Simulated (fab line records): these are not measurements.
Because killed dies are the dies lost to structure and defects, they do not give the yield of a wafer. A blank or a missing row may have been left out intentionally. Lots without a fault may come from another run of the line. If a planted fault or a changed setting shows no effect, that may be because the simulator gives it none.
Chamber matching / flow n5-finfet / N5_ZERO_LAYER_ETCH_17 on rie-diel-01 has 4 sister chambers
The step etches SiO2 in CF4, target depth 12 nm, time 13.3 s. 4 wafers are shown with their chamber, then 12 later ones without.

== WAFERS WITH THEIR CHAMBER ==
wafer=L082.1; chamber=3; throttle-valve-pct (%)=15.72
wafer=L088.2; chamber=0; throttle-valve-pct (%)=15.14
wafer=L089.3; chamber=2; throttle-valve-pct (%)=15.79
wafer=L089.5; chamber=1; throttle-valve-pct (%)=15.50

== WAFERS WITHOUT THEIR CHAMBER ==
wafer=L091.1; throttle-valve-pct (%)=15.17
wafer=L091.3; throttle-valve-pct (%)=15.52
wafer=L091.6; throttle-valve-pct (%)=15.52
wafer=L093.1; throttle-valve-pct (%)=15.74
wafer=L093.3; throttle-valve-pct (%)=15.16
wafer=L093.5; throttle-valve-pct (%)=15.74
wafer=L094.1; throttle-valve-pct (%)=15.17
wafer=L094.2; throttle-valve-pct (%)=15.74
wafer=L094.5; throttle-valve-pct (%)=15.80
wafer=L095.1; throttle-valve-pct (%)=15.17
wafer=L095.5; throttle-valve-pct (%)=15.17
wafer=L095.6; throttle-valve-pct (%)=15.75

== EACH ONE'S CHAMBER ==
wafer=L091.1; from the rows above=0; in truth=0
wafer=L091.3; from the rows above=1; in truth=1
wafer=L091.6; from the rows above=1; in truth=1
wafer=L093.1; from the rows above=can't be placed: 3 or 2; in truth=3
wafer=L093.3; from the rows above=0; in truth=0
wafer=L093.5; from the rows above=can't be placed: 3 or 2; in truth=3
wafer=L094.1; from the rows above=0; in truth=0
wafer=L094.2; from the rows above=can't be placed: 3 or 2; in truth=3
wafer=L094.5; from the rows above=2; in truth=2
wafer=L095.1; from the rows above=0; in truth=0
wafer=L095.5; from the rows above=0; in truth=0
wafer=L095.6; from the rows above=can't be placed: 3 or 2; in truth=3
Placed correctly: 8 of 12. From these rows, 4 cannot be placed; in 4 the true chamber is one of the candidates. Wrongly placed: 0.
How it was worked out, from the rows above alone: a wafer's distance from a chamber is the root of the sum, over the readings, of the square of ((its reading less the chamber's mean) divided by the reading's scatter). The wafer belongs to the nearest chamber; if the next one is less than 2 further off, it can't be placed. For every chamber, the mean is computed from those of its wafers that are shown. The scatter: root of mean squared gap, hidden wafer to nearest shown wafer, with one shown wafer a chamber.
